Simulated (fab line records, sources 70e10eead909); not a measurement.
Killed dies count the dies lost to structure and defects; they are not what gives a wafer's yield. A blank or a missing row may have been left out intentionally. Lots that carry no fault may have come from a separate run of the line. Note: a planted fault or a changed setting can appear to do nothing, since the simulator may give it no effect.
What tool caused it? || flow nand harc || 36 wafers from 12 lots sampled at 3 of the route's 1302 steps

== WHAT THE GAUGES SHOWED, per wafer ==
NHARC_A_CONTACT_OVL_MEAS_70.
{"lot": "L074", "measured": "day 22 13:39", "on": "overlay-02", "overlay x nm (nm)": "-0.9 -0.7 -0.5"}
{"lot": "L076", "measured": "day 22 23:23", "on": "overlay-01", "overlay x nm (nm)": "-0.5 -0.5 -0.9"}
{"lot": "L081", "measured": "day 24 08:25", "on": "overlay-01", "overlay x nm (nm)": "-0.5 -0.4 -0.5"}
{"lot": "L079", "measured": "day 24 19:09", "on": "overlay-02", "overlay x nm (nm)": "1.3 0.8 1.2"}
{"lot": "L083", "measured": "day 25 21:38", "on": "overlay-02", "overlay x nm (nm)": "0.3 -0.2 -0.1"}
{"lot": "L085", "measured": "day 26 01:05", "on": "overlay-02", "overlay x nm (nm)": "0.0 0.0 0.2"}
{"lot": "L088", "measured": "day 27 21:32", "on": "overlay-02", "overlay x nm (nm)": "-0.1 -0.3 0.6"}
{"lot": "L089", "measured": "day 28 04:05", "on": "overlay-01", "overlay x nm (nm)": "0.4 0.5 0.4"}
{"lot": "L091", "measured": "day 28 23:52", "on": "overlay-02", "overlay x nm (nm)": "-0.3 -0.6 -0.6"}
{"lot": "L092", "measured": "day 29 20:42", "on": "overlay-02", "overlay x nm (nm)": "-1.6 -1.5 -1.4"}
{"lot": "L096", "measured": "day 31 00:46", "on": "overlay-01", "overlay x nm (nm)": "0.4 0.3 0.2"}
{"lot": "L097", "measured": "day 31 20:04", "on": "overlay-02", "overlay x nm (nm)": "-0.3 0.2 0.5"}

== WHICH TOOL RAN EACH LOT (tool, then ch and the chambers of the sampled wafers, then the start) ==
{"lot": "L074", "NHARC_A_WL_FILL_CVD_20": "cvd w-02 ch 0,1, day 21 14:31 or earlier", "NHARC_A_WL_FILL_CMP_12": "cmp-04 ch 0,1, day 21 14:31"}
{"lot": "L076", "NHARC_A_WL_FILL_CVD_20": "cvd w-01 ch 0,1, day 22 00:25 or earlier", "NHARC_A_WL_FILL_CMP_12": "cmp-04 ch 0,2, day 22 00:25"}
{"lot": "L081", "NHARC_A_WL_FILL_CVD_20": "cvd w-01 ch 0,1, day 23 15:19 or earlier", "NHARC_A_WL_FILL_CMP_12": "cmp-03 ch 1,2,3, day 23 15:19"}
{"lot": "L079", "NHARC_A_WL_FILL_CVD_20": "cvd w-02 ch 1, day 24 00:53 or earlier", "NHARC_A_WL_FILL_CMP_12": "cmp-01 ch 1,3, day 24 00:53"}
{"lot": "L083", "NHARC_A_WL_FILL_CVD_20": "cvd w-01 ch 0,1, day 24 22:51 or earlier", "NHARC_A_WL_FILL_CMP_12": "cmp-03 ch 0,2,3, day 24 22:51"}
{"lot": "L085", "NHARC_A_WL_FILL_CVD_20": "cvd w-02 ch 0,1, day 25 08:47 or earlier", "NHARC_A_WL_FILL_CMP_12": "cmp-01 ch 0,2,3, day 25 08:47"}
{"lot": "L088", "NHARC_A_WL_FILL_CVD_20": "cvd w-02 ch 0,1, day 27 02:47 or earlier", "NHARC_A_WL_FILL_CMP_12": "cmp-01 ch 0,2,3, day 27 02:47"}
{"lot": "L089", "NHARC_A_WL_FILL_CVD_20": "cvd w-02 ch 0,1, day 27 05:54 or earlier", "NHARC_A_WL_FILL_CMP_12": "cmp-01 ch 1,2,3, day 27 05:54"}
{"lot": "L091", "NHARC_A_WL_FILL_CVD_20": "cvd w-02 ch 0,1, day 28 07:16 or earlier", "NHARC_A_WL_FILL_CMP_12": "cmp-04 ch 1,2, day 28 07:16"}
{"lot": "L092", "NHARC_A_WL_FILL_CVD_20": "cvd w-02 ch 0,1, day 29 01:07 or earlier", "NHARC_A_WL_FILL_CMP_12": "cmp-01 ch 0,2,3, day 29 01:07"}
{"lot": "L096", "NHARC_A_WL_FILL_CVD_20": "cvd w-01 ch 0,1, day 30 08:17 or earlier", "NHARC_A_WL_FILL_CMP_12": "cmp-01 ch 1,2, day 30 08:17"}
{"lot": "L097", "NHARC_A_WL_FILL_CVD_20": "cvd w-02 ch 0,1, day 30 21:50 or earlier", "NHARC_A_WL_FILL_CMP_12": "cmp-01 ch 0,1,2, day 30 21:50"}
- NHARC_A_WL_FILL_CVD_20: deposits W, target thk 100 nm, time 74 s.
- NHARC_A_WL_FILL_CMP_12: polishes, t overpolish 30 s, target thk 100 nm.

== THE ANSWER, worked out from the rows above alone ==
Rule: the lots themselves supply what counts as usual. Put in order of their means at a reading, lots are off if they are a third of the lots or fewer, leave a main group of 4 or more, and stand apart from it by a gap of 3 or more times the standard deviation of the main group's means; of several such gaps the widest counts. A main group whose means are all the same, to the digits that the tables above print for the reading, isn't used. A lot without any number at a reading at which 4 lots or more have one is off too. All remaining lots with rows at the step are treated as sound.
No lot is off on any of the readings shown, so nothing can be concluded from this.

== WHAT THE SIMULATOR HAD INSERTED ==
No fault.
